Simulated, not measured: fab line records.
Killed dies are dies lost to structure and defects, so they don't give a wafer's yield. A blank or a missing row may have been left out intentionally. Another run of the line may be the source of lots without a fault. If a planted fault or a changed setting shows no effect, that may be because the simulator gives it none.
Which tool did it? || flow n5 finfet || 16 wafers from 6 lots sampled at 2 of the route's 1938 steps

== WHAT THE GAUGES SHOWED, per wafer ==
N5_DUMMY_GATE_CD_MEAS_15 targets a cd of 25.8 nm.
{"lot": "L617", "measured": "day 3 10:31", "on": "cd sem-01", "cd nm (nm)": "25.15 24.76 25.08"}
{"lot": "L627", "measured": "day 5 23:21", "on": "cd sem-02", "cd nm (nm)": "25.31 25.39 24.78"}
{"lot": "L631", "measured": "day 7 00:24", "on": "cd sem-01", "cd nm (nm)": 25.20}
{"lot": "L634", "measured": "day 7 16:50", "on": "cd sem-01", "cd nm (nm)": "24.87 25.01 24.87"}
{"lot": "L636", "measured": "day 8 04:45", "on": "cd sem-03", "cd nm (nm)": "25.04 25.44 25.14"}
{"lot": "L638", "measured": "day 8 15:21", "on": "cd sem-02", "cd nm (nm)": "24.66 24.82 24.54"}

== TOOL THAT RAN EACH LOT (tool first, then ch and the chambers of the sampled wafers, then the start) ==
{"lot": "L617", "N5_DUMMY_GATE_CMP_04": "cmp-02 ch 0,3, day 3 05:57"}
{"lot": "L627", "N5_DUMMY_GATE_CMP_04": "cmp-01 ch 0,1,2, day 5 18:52"}
{"lot": "L631", "N5_DUMMY_GATE_CMP_04": "cmp-01 ch 2, day 6 19:50"}
{"lot": "L634", "N5_DUMMY_GATE_CMP_04": "cmp-04 ch 1,3, day 7 12:11"}
{"lot": "L636", "N5_DUMMY_GATE_CMP_04": "cmp-01 ch 0,1,2, day 8 00:04"}
{"lot": "L638", "N5_DUMMY_GATE_CMP_04": "cmp-01 ch 1,2,3, day 8 10:43"}
- N5_DUMMY_GATE_CMP_04: polishes a-Si.

== THE ANSWER, worked out from the rows above alone ==
Rule: usual is defined by the lots themselves. The widest of any qualifying gaps counts: lots, ordered by their means at a reading, are off when they make up no more than a third of the lots, leave a main group of 4 or more, and stand apart from it by 3 or more times the standard deviation of that group's means. A main group whose means are all the same, to the digits that the tables above print for the reading, isn't used. A lot without any number at a reading at which 4 lots or more have one is off too. Any other lot the step has rows for is counted as sound.
Across all readings shown, no lot is off: no conclusion can be drawn from this.

== WHAT THE SIMULATOR HAD PUT IN ==
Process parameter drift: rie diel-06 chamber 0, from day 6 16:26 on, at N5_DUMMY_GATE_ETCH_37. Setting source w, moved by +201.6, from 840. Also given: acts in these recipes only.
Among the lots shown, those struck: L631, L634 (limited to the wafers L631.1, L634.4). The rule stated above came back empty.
